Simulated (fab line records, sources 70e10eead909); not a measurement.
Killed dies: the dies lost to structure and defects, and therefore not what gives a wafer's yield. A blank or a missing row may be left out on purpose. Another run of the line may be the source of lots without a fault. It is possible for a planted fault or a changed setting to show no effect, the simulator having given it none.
What tool caused it? + flow nand_harc + 14 lots, 42 wafers sampled, at 3 steps of a route of 1159

WHAT EACH GAUGE READ, for each wafer
NHARC_A_START_INSPECT_01. Usual: raw_defect_count reads 3.6 (standard deviation 1.6).
| lot  | measured     | on                | raw_defect_count | flag |
|------|--------------|-------------------|------------------|------|
| L616 | day 6 12:11  | defect_inspect-02 | 7 2 1            |      |
| L617 | day 7 03:06  | defect_inspect-01 | 6 3 3            |      |
| L619 | day 7 07:05  | defect_inspect-01 | 1 6 1            |      |
| L621 | day 7 09:37  | defect_inspect-01 | 6 1 5            |      |
| L620 | day 7 16:59  | defect_inspect-02 | 5 6 4            |      |
| L623 | day 8 18:58  | defect_inspect-02 | 5 4 5            |      |
| L624 | day 9 00:41  | defect_inspect-02 | 5 1 3            |      |
| L627 | day 9 05:48  | defect_inspect-02 | 6 5 4            |      |
| L626 | day 9 06:27  | defect_inspect-02 | 6 6 3            |      |
| L632 | day 10 15:37 | defect_inspect-02 | 3 3 4            |      |
| L634 | day 10 20:58 | defect_inspect-01 | 4 5 2            |      |
| L635 | day 11 04:22 | defect_inspect-02 | 1 2 2            |      |
| L636 | day 11 16:19 | defect_inspect-01 | 0 4 6            |      |
| L638 | day 12 01:42 | defect_inspect-01 | 4 2 2            |      |

NHARC_A_ONON_D1_THK_MEAS_18: measures by ellipsometry. Usual: thk_nm reads 1001 nm (standard deviation 8.7).
| lot  | measured     | on            | thk_nm (nm)    | flag |
|------|--------------|---------------|----------------|------|
| L616 | day 7 22:25  | film_metro-02 | 1007 1009 1009 |      |
| L617 | day 8 14:34  | film_metro-01 | 991 990 989    |      |
| L619 | day 8 14:33  | film_metro-02 | 987 987 987    |      |
| L621 | day 8 14:54  | film_metro-02 | 1005 1004 1004 |      |
| L620 | day 9 02:49  | film_metro-02 | 1003 1003 1003 |      |
| L623 | day 10 04:17 | film_metro-02 | 1007 1004 1004 |      |
| L624 | day 10 12:26 | film_metro-02 | 1009 1009 1008 |      |
| L627 | day 10 15:56 | film_metro-01 | 642 1000 1000  | OFF  |
| L626 | day 10 15:55 | film_metro-02 | 1001 1003 1002 |      |
| L632 | day 12 04:10 | film_metro-02 | 996 995 995    |      |
| L634 | day 12 03:49 | film_metro-02 | 646 1000 1000  | OFF  |
| L635 | day 12 16:08 | film_metro-01 | 999 999 997    |      |
| L636 | day 13 02:02 | film_metro-01 | 992 991 994    |      |
| L638 | day 13 08:48 | film_metro-01 | 984 984 985    |      |

WHICH TOOL RAN EACH LOT (tool, then ch and the chambers of the sampled wafers, then the start)
| lot  | NHARC_A_ONON_D1_DEP_16           |
|------|----------------------------------|
| L616 | pecvd_onon-04 ch 0, day 7 22:05  |
| L617 | pecvd_onon-04 ch 0, day 8 14:14  |
| L619 | pecvd_onon-03 ch 0, day 8 14:02  |
| L621 | pecvd_onon-03 ch 0, day 8 14:27  |
| L620 | pecvd_onon-04 ch 0, day 9 02:19  |
| L623 | pecvd_onon-02 ch 0, day 10 03:50 |
| L624 | pecvd_onon-04 ch 0, day 10 11:55 |
| L627 | pecvd_onon-04 ch 0, day 10 15:26 |
| L626 | pecvd_onon-03 ch 0, day 10 15:25 |
| L632 | pecvd_onon-03 ch 0, day 12 03:40 |
| L634 | pecvd_onon-04 ch 0, day 12 03:22 |
| L635 | pecvd_onon-03 ch 0, day 12 15:38 |
| L636 | pecvd_onon-02 ch 0, day 13 01:31 |
| L638 | pecvd_onon-03 ch 0, day 13 08:21 |
- NHARC_A_ONON_D1_DEP_16: target thk 1000 nm.

AS READ BY THE TOOLS THEMSELVES (means over the sampled wafers that have a number; for cases with no such wafer, the mark the record gives instead)
NHARC_A_ONON_D1_DEP_16. Usual: sih4_flow_sccm reads 210.0 sccm (standard deviation 0.59).
| lot  | tool          | sih4_flow_sccm (sccm) | flag |
|------|---------------|-----------------------|------|
| L616 | pecvd_onon-04 | 209.4                 |      |
| L617 | pecvd_onon-04 | 209.3                 |      |
| L619 | pecvd_onon-03 | 208.9                 |      |
| L621 | pecvd_onon-03 | 210.6                 |      |
| L620 | pecvd_onon-04 | 209.9                 |      |
| L623 | pecvd_onon-02 | 210.2                 |      |
| L624 | pecvd_onon-04 | 210.7                 |      |
| L627 | pecvd_onon-04 | 209.9                 |      |
| L626 | pecvd_onon-03 | 209.9                 |      |
| L632 | pecvd_onon-03 | 210.3                 |      |
| L634 | pecvd_onon-04 | 210.3                 |      |
| L635 | pecvd_onon-03 | 210.1                 |      |
| L636 | pecvd_onon-02 | 210.0                 |      |
| L638 | pecvd_onon-03 | 209.8                 |      |

THE ANSWER, worked out from the rows above alone
Rule: a lot is off if the mean of its wafers that have a number lies more than 3 standard deviations from the usual mean. A lot without any number at a reading at which 4 lots or more have one is off too. All remaining lots with rows at the step are treated as sound. After the gauges, taken in route order, come the tools' own readings; for these a lot's mean is taken, as printed above. At the first step where some lot is off, the reading lying furthest off is the one used; lots without a number count as furthest.
Off, at NHARC_A_ONON_D1_THK_MEAS_18 on thk_nm: L627, L634.
If a tool, at a process step before that reading, ran all the lots that are off and no sound lot after the first of them, it fits. The gauges at NHARC_A_ONON_D1_THK_MEAS_18 are tried like those tools. One fits: NHARC_A_ONON_D1_DEP_16 on pecvd_onon-04. A fault onset in the window from L624 (day 10 11:55, its last sound lot) to L627 (day 10 15:26, its first lot off) fits.

WHAT THE SIMULATOR HAD PUT IN
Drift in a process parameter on pecvd_onon-04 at NHARC_A_ONON_D1_DEP_16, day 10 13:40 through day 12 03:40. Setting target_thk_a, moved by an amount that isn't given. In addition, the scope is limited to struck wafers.
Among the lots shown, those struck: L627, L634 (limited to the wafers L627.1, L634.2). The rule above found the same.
